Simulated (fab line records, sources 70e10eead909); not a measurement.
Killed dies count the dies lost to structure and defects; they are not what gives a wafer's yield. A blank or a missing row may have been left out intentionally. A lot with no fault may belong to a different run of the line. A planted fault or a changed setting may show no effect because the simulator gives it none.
Chamber matching	flow nand-harc	3 sister chambers for NHARC_A_CHANNEL_HOLE_D1_DEP_01 on pecvd-02
The step deposits SiON, target thk 140 nm. 3 wafers are shown with their chamber, then 9 later ones without.

WAFERS PAIRED WITH THEIR CHAMBERS
wafer	chamber	heater-power-w (W)
L079.6	0	811
L082.3	2	708
L082.5	1	846

WAFERS WITHOUT THEIR CHAMBER
wafer	heater-power-w (W)
L083.1	682
L083.2	812
L083.4	888
L094.1	832
L094.3	708
L094.4	623
L095.2	884
L095.3	729
L095.6	888

WHICH CHAMBER EACH ONE RAN IN
wafer	from the rows above	in truth
L083.1	2	2
L083.2	can't be placed: 0 or 1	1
L083.4	can't be placed: 1 or 0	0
L094.1	can't be placed: 1 or 0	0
L094.3	2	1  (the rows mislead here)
L094.4	2	2
L095.2	can't be placed: 1 or 0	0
L095.3	can't be placed: 2 or 0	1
L095.6	can't be placed: 1 or 0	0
2 of 9 placed correctly. Cannot be placed on the basis of these rows: 6; the candidates contain the true chamber in 5. Wrongly placed: 1.
How it was worked out, from the rows above alone: a wafer's distance from a chamber is the root of the sum, over the readings, of the square of ((its reading less the chamber's mean) divided by the reading's scatter). If the next closest chamber is less than 2 further off than the closest, the wafer can't be placed; otherwise it belongs to the closest. A chamber's mean is the mean of its shown wafers. The scatter: with one shown wafer a chamber, the root of the mean of the squares of how far each hidden wafer lies from its nearest shown one.
